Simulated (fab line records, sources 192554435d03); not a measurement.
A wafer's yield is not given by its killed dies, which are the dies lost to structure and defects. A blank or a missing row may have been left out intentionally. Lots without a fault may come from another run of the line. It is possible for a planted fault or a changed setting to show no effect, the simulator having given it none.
The tool behind it: which one?	flow n5_finfet	72 wafers from 24 lots sampled at 4 of the route's 1938 steps

== WHAT THE GAUGES SHOWED, per wafer ==
N5_WELL_APT_CD_MEAS_08: the cd target is 200 nm. Usual: 199.0 nm for cd_nm, sd 1.9.
lot	measured	on	cd_nm (nm)	flag
L074	day 1 13:51	cd_sem-01	201.0 194.9 201.4	
L075	day 1 19:41	cd_sem-01	200.8 197.3 198.4	
L076	day 2 01:55	cd_sem-03	196.8 201.2 200.7	
L077	day 2 08:41	cd_sem-01	196.1 196.5 197.3	
L078	day 2 14:00	cd_sem-03	197.0 196.7 199.8	
L079	day 2 19:34	cd_sem-01	199.5 199.0 197.8	
L080	day 3 01:35	cd_sem-01	201.9 201.3 197.9	
L081	day 3 07:41	cd_sem-02	200.4 201.5 199.7	
L082	day 3 13:53	cd_sem-02	197.4 201.3 197.9	
L083	day 3 20:10	cd_sem-02	196.9 198.4 199.9	
L084	day 4 01:49	cd_sem-01	200.3 200.7 201.9	
L085	day 4 07:35	cd_sem-02	198.7 198.0 201.7	
L086	day 4 13:41	cd_sem-01	196.7 197.1 199.5	
L087	day 4 19:34	cd_sem-02	198.7 198.8 198.4	
L088	day 5 02:04	cd_sem-01	196.1 198.8 200.4	
L089	day 5 07:34	cd_sem-03	198.4 201.2 198.8	
L090	day 5 13:41	cd_sem-01	200.3 198.8 201.6	
L091	day 5 20:05	cd_sem-01	196.4 200.1 200.7	
L092	day 6 01:39	cd_sem-03	201.2 197.3 200.4	
L093	day 6 07:41	cd_sem-01	195.5 201.8 200.1	
L094	day 6 13:35	cd_sem-01	200.8 197.2 198.2	
L095	day 6 20:01	cd_sem-02	199.4 196.4 199.4	
L096	day 7 01:42	cd_sem-01	198.2 195.9 196.8	
L097	day 7 08:23	cd_sem-02	197.0 201.1 200.6	

N5_WELL_APT_OVL_MEAS_26. Usual: for PWELL_OVL the level is 3 nm and the standard deviation is 5.6.
lot	measured	on	PWELL_OVL (nm)	flag
L074	day 1 15:00	overlay-02	4 -5 5	
L075	day 1 20:50	overlay-02	-8 -7 2	
L076	day 2 03:04	overlay-02	-1 8 6	
L077	day 2 10:07	overlay-02	0 11 10	
L078	day 2 15:17	overlay-02	3 1 2	
L079	day 2 20:50	overlay-01	5 14 2	
L080	day 3 02:46	overlay-02	5 -4 5	
L081	day 3 09:23	overlay-02	9 7 6	
L082	day 3 15:09	overlay-01	6 10 3	
L083	day 3 21:19	overlay-01	7 6 6	
L084	day 4 02:58	overlay-01	9 4 6	
L085	day 4 08:45	overlay-02	11 14 16	
L086	day 4 14:58	overlay-01	-4 0 -4	
L087	day 4 20:50	overlay-01	-7 -8 -1	
L088	day 5 03:20	overlay-02	0 -1 2	
L089	day 5 09:22	overlay-02	6 17 3	
L090	day 5 15:36	overlay-01	-6 -3 -2	
L091	day 5 21:14	overlay-02	3 7 -3	
L092	day 6 03:26	overlay-02	-11 -2 -7	
L093	day 6 09:20	overlay-01	-2 -3 -3	
L094	day 6 14:53	overlay-01	7 4 3	
L095	day 6 21:14	overlay-01	4 8 9	
L096	day 7 03:05	overlay-02	-4 2 -4	
L097	day 7 09:34	overlay-01	-1 6 6	

N5_FIN_SAQP_THK_MEAS_05. Usual: 37.9 nm for thk_nm, sd 0.47.
lot	measured	on	thk_nm (nm)	flag
L074	day 1 21:03	film_metro-01	38.0 38.1 38.4	
L075	day 2 02:53	film_metro-01	37.4 38.1 37.9	
L076	day 2 09:25	film_metro-01	38.0 37.2 37.7	
L077	day 2 16:34	film_metro-01	38.2 37.8 37.4	
L078	day 2 22:47	film_metro-01	38.1 38.3 38.5	
L079	day 3 04:11	film_metro-01	37.5 37.3 37.5	
L080	day 3 09:17	film_metro-01	37.7 37.7 38.2	
L081	day 3 15:35	film_metro-01	37.6 38.0 38.3	
L082	day 3 20:48	film_metro-02	38.1 37.3 38.5	
L083	day 4 02:57	film_metro-02	38.0 38.3 38.3	
L084	day 4 08:46	film_metro-01	37.6 37.5 38.4	
L085	day 4 16:58	film_metro-01	37.5 37.6 38.4	
L086	day 5 02:44	film_metro-01	38.2 37.8 37.7	
L087	day 5 06:11	film_metro-01	37.8 38.8 38.6	
L088	day 5 10:39	film_metro-01	37.2 38.0 38.5	
L089	day 5 17:17	film_metro-02	38.4 38.5 38.6	
L090	day 5 22:33	film_metro-01	38.2 38.6 38.5	
L091	day 6 03:20	film_metro-01	38.1 37.3 38.7	
L092	day 6 08:58	film_metro-02	37.9 38.4 38.0	
L093	day 6 16:29	film_metro-02	38.1 38.1 38.3	
L094	day 6 20:30	film_metro-01	37.6 37.8 37.9	
L095	day 7 02:53	film_metro-02	38.5 38.3 38.5	
L096	day 7 08:43	film_metro-02	37.5 37.5 37.8	
L097	day 7 15:46	film_metro-02	37.0 37.9 38.1	

== TOOL THAT RAN EACH LOT (tool first, then ch and the chambers of the sampled wafers, then the start) ==
lot	N5_WELL_APT_EPI_41
L074	epi_rpcvd-04 ch 0, day 1 16:08
L075	epi_rpcvd-04 ch 0, day 1 22:16
L076	epi_rpcvd-04 ch 0, day 2 04:20
L077	epi_rpcvd-01 ch 0, day 2 11:31
L078	epi_rpcvd-03 ch 0, day 2 16:22
L079	epi_rpcvd-04 ch 0, day 2 22:01
L080	epi_rpcvd-01 ch 0, day 3 04:28
L081	epi_rpcvd-01 ch 0, day 3 10:36
L082	epi_rpcvd-01 ch 0, day 3 16:16
L083	epi_rpcvd-01 ch 0, day 3 22:24
L084	epi_rpcvd-03 ch 0, day 4 04:07
L085	epi_rpcvd-01 ch 0, day 4 09:58
L086	epi_rpcvd-03 ch 0, day 4 16:10
L087	epi_rpcvd-04 ch 0, day 4 22:13
L088	epi_rpcvd-04 ch 0, day 5 04:27
L089	epi_rpcvd-04 ch 0, day 5 11:15
L090	epi_rpcvd-01 ch 0, day 5 16:46
L091	epi_rpcvd-03 ch 0, day 5 22:18
L092	epi_rpcvd-04 ch 0, day 6 04:34
L093	epi_rpcvd-04 ch 0, day 6 10:45
L094	epi_rpcvd-01 ch 0, day 6 16:11
L095	epi_rpcvd-03 ch 0, day 6 22:42
L096	epi_rpcvd-01 ch 0, day 7 04:26
L097	epi_rpcvd-03 ch 0, day 7 10:44
- N5_WELL_APT_EPI_41: deposits Si from SiH4/H2, target thk 50 nm, time 297.7 s.

== WHAT THE TOOLS THEMSELVES READ (means of the sampled wafers that have a number; where no wafer has one, the mark that the record gives instead) ==
N5_WELL_APT_EPI_41. Usual: chamber_pressure_Torr 20.00 Torr, standard deviation 0.043; throttle_valve_pct 11.20 %, standard deviation 0.27.
lot	tool	chamber_pressure_Torr (Torr)	throttle_valve_pct (%)	flag
L074	epi_rpcvd-04	20.02	11.38	
L075	epi_rpcvd-04	20.06	11.45	
L076	epi_rpcvd-04	20.02	11.50	
L077	epi_rpcvd-01	19.99	10.88	
L078	epi_rpcvd-03	19.96	11.29	
L079	epi_rpcvd-04	19.96	11.43	
L080	epi_rpcvd-01	19.97	10.92	
L081	epi_rpcvd-01	19.97	10.94	
L082	epi_rpcvd-01	20.05	10.80	
L083	epi_rpcvd-01	20.03	10.89	
L084	epi_rpcvd-03	19.95	11.45	
L085	epi_rpcvd-01	20.05	11.00	
L086	epi_rpcvd-03	20.03	11.43	
L087	epi_rpcvd-04	20.03	11.39	
L088	epi_rpcvd-04	20.03	11.50	
L089	epi_rpcvd-04	19.98	11.36	
L090	epi_rpcvd-01	19.99	10.90	
L091	epi_rpcvd-03	19.97	11.17	
L092	epi_rpcvd-04	20.03	11.49	
L093	epi_rpcvd-04	20.03	11.41	
L094	epi_rpcvd-01	19.98	11.02	
L095	epi_rpcvd-03	20.03	11.44	
L096	epi_rpcvd-01	20.00	10.99	
L097	epi_rpcvd-03	19.99	11.36	

== THE ANSWER, worked out from the rows above alone ==
Rule: take the mean of a lot's wafers that have a number; if it is more than 3 standard deviations from the usual mean, the lot is off. A lot without any number at a reading at which 4 lots or more have one is off too. Where the step has rows for the other lots, those lots are counted as sound. Order of review: gauges by route order, followed by the tools' own readings, for which a lot's mean as printed above is used. The first step at which some lot is off is used, and at that step the reading that is off furthest; a lot without a number counts as furthest.
No lot is off on any of the readings shown, so nothing can be concluded from this.

== WHAT THE SIMULATOR PUT IN ==
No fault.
